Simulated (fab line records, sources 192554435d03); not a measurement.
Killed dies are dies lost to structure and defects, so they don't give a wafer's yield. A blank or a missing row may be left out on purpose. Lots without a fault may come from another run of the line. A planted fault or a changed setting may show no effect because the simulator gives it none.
Which tool did it? | flow n5_finfet | 10 lots, 30 wafers sampled, at 3 steps of a route of 1938

WHAT THE GAUGES READ, wafer by wafer
N5_BEOL_M14_OVL_MEAS_29. Usual: M14_OVL 2 nm, standard deviation 5.4.
lot  | measured     | on         | M14_OVL (nm) | flag
L771 | day 11 20:01 | overlay-02 | 7 4 1        |
L772 | day 11 20:43 | overlay-01 | -8 -10 0     |
L774 | day 12 10:19 | overlay-01 | 1 -3 10      |
L780 | day 14 04:42 | overlay-01 | 0 -4 2       |
L779 | day 14 09:49 | overlay-01 | -4 6 -3      |
L781 | day 14 10:33 | overlay-02 | -5 3 4       |
L785 | day 15 21:38 | overlay-02 | 7 -1 -2      |
L786 | day 16 21:20 | overlay-02 | 2 1 -5       |
L789 | day 17 02:54 | overlay-01 | -5 -4 -6     |
L791 | day 18 01:18 | overlay-02 | -3 -1 -7     |

WHICH TOOL RAN EACH LOT (tool, then ch and the chambers of the sampled wafers, then the start)
lot  | N5_BEOL_M14_VIA_ETCH_16            | N5_BEOL_M14_STRIP_64
L771 | rie_diel-04 ch 0,1,2, day 11 19:19 | rie_diel-04 ch 0,1,2, day 11 20:01 or earlier
L772 | rie_diel-06 ch 1,2,3, day 11 19:53 | rie_diel-06 ch 1,2,3, day 11 20:43 or earlier
L774 | rie_diel-06 ch 0,1,2, day 12 09:36 | rie_diel-06 ch 0,1,2, day 12 10:19 or earlier
L780 | rie_diel-06 ch 0,2,3, day 14 04:00 | rie_diel-06 ch 0,2,3, day 14 04:42 or earlier
L779 | rie_diel-05 ch 0,2, day 14 08:59   | rie_diel-05 ch 0,2, day 14 09:49 or earlier
L781 | rie_diel-06 ch 2,3, day 14 09:34   | rie_diel-06 ch 2,3, day 14 10:33 or earlier
L785 | rie_diel-04 ch 0,2, day 15 20:48   | rie_diel-04 ch 0,2, day 15 21:38 or earlier
L786 | rie_diel-06 ch 0,1,2, day 16 20:30 | rie_diel-06 ch 0,1,2, day 16 21:20 or earlier
L789 | rie_diel-05 ch 0,1,2, day 17 02:11 | rie_diel-05 ch 0,1,2, day 17 02:54 or earlier
L791 | rie_diel-04 ch 0,1,3, day 17 21:00 | rie_diel-04 ch 0,1,3, day 18 01:18 or earlier
- N5_BEOL_M14_VIA_ETCH_16: etches SiO2 in C4F8/O2/Ar, target depth 1231.3 nm.
- N5_BEOL_M14_STRIP_64: strips in O2.

WHAT THE TOOLS THEMSELVES READ (means of the sampled wafers that have a number; where no wafer has one, the mark that the record gives instead)
N5_BEOL_M14_VIA_ETCH_16. Usual: C4F8_flow_sccm 16.00 sccm, standard deviation 0.048; O2_flow_sccm 11.99 sccm, standard deviation 0.038; drypump_motor_current_A 5.9 A, standard deviation 0.49; oes_product_au 0.76 a.u., standard deviation 0.081; rf_vpp_V 2202 V, standard deviation 49; showerhead_plenum_p_Torr 3.41 Torr, standard deviation 0.14; throttle_valve_pct 30.70 %, standard deviation 0.26.
lot  | tool        | C4F8_flow_sccm (sccm) | O2_flow_sccm (sccm) | drypump_motor_current_A (A) | oes_product_au (a.u.) | rf_vpp_V (V) | showerhead_plenum_p_Torr (Torr) | throttle_valve_pct (%) | flag
L771 | rie_diel-04 | 16.04                 | 11.97               | 5.5                         | 0.70                  | 2194         | 3.49                            | 30.59                  |
L772 | rie_diel-06 | 16.03                 | 12.00               | 6.0                         | 0.75                  | 2210         | 3.28                            | 30.54                  |
L774 | rie_diel-06 | 16.01                 | 11.99               | 6.0                         | 0.77                  | 2234         | 3.32                            | 30.68                  |
L780 | rie_diel-06 | 15.99                 | 12.00               | 6.2                         | 0.70                  | 2197         | 3.29                            | 30.64                  |
L779 | rie_diel-05 | 16.00                 | 12.06               | 5.3                         | 0.84                  | 2236         | 3.58                            | 30.67                  |
L781 | rie_diel-06 | 15.98                 | 12.00               | 5.8                         | 0.65                  | 2225         | 3.23                            | 30.54                  |
L785 | rie_diel-04 | 16.01                 | 11.98               | 5.8                         | 0.67                  | 2190         | 3.56                            | 30.90                  |
L786 | rie_diel-06 | 16.00                 | 12.03               | 6.0                         | 0.80                  | 2245         | 3.43                            | 30.70                  |
L789 | rie_diel-05 | 15.98                 | 12.00               | 5.6                         | 0.75                  | 2231         | 3.51                            | 30.76                  |
L791 | rie_diel-04 | 16.00                 | 11.99               | 5.4                         | 0.78                  | 2211         | 3.54                            | 30.42                  |

N5_BEOL_M14_STRIP_64. Usual: drypump_motor_current_A 5.9 A, standard deviation 0.49; o2_flow_sccm 225.1 sccm, standard deviation 0.66; oes_product_au 0.83 a.u., standard deviation 0.093; rf_vpp_V 3.6 V, standard deviation 0.55; showerhead_plenum_p_Torr 2.08 Torr, standard deviation 0.091; throttle_valve_pct 16.55 %, standard deviation 0.2.
lot  | tool        | drypump_motor_current_A (A) | o2_flow_sccm (sccm) | oes_product_au (a.u.) | rf_vpp_V (V) | showerhead_plenum_p_Torr (Torr) | throttle_valve_pct (%) | flag
L771 | rie_diel-04 | 5.5                         | 224.7               | 0.76                  | 3.9          | 2.15                            | 16.59                  |
L772 | rie_diel-06 | 5.9                         | 225.2               | 0.83                  | 3.5          | 2.02                            | 16.67                  |
L774 | rie_diel-06 | 6.0                         | 225.4               | 0.85                  | 3.3          | 2.03                            | 16.69                  |
L780 | rie_diel-06 | 6.2                         | 225.3               | 0.78                  | 3.1          | 2.01                            | 16.64                  |
L779 | rie_diel-05 | 5.3                         | 225.3               | 0.92                  | 3.2          | 2.19                            | 16.33                  |
L781 | rie_diel-06 | 5.8                         | 225.4               | 0.70                  | 3.9          | 1.98                            | 16.75                  |
L785 | rie_diel-04 | 5.7                         | 225.0               | 0.74                  | 3.7          | 2.19                            | 16.82                  |
L786 | rie_diel-06 | 6.0                         | 225.2               | 0.86                  | 3.1          | 2.11                            | 16.61                  |
L789 | rie_diel-05 | 5.6                         | 225.1               | 0.83                  | 4.0          | 2.14                            | 16.47                  |
L791 | rie_diel-04 | 5.4                         | 224.9               | 0.86                  | 3.6          | 2.17                            | 16.30                  |

THE ANSWER, worked out from the rows above alone
Rule: a lot is off if the mean of its wafers that have a number lies more than 3 standard deviations from the usual mean. A lot without any number at a reading at which 4 lots or more have one is off too. The other lots that the step has rows for count as sound. The gauges are gone through in route order, then the tools' own readings, and for those a lot's mean is taken as printed above. The first step at which some lot is off is used, and at that step the reading that is off furthest; a lot without a number counts as furthest.
No lot is off at any reading shown: from this, nothing can be told.

WHAT THE SIMULATOR HAD PUT IN
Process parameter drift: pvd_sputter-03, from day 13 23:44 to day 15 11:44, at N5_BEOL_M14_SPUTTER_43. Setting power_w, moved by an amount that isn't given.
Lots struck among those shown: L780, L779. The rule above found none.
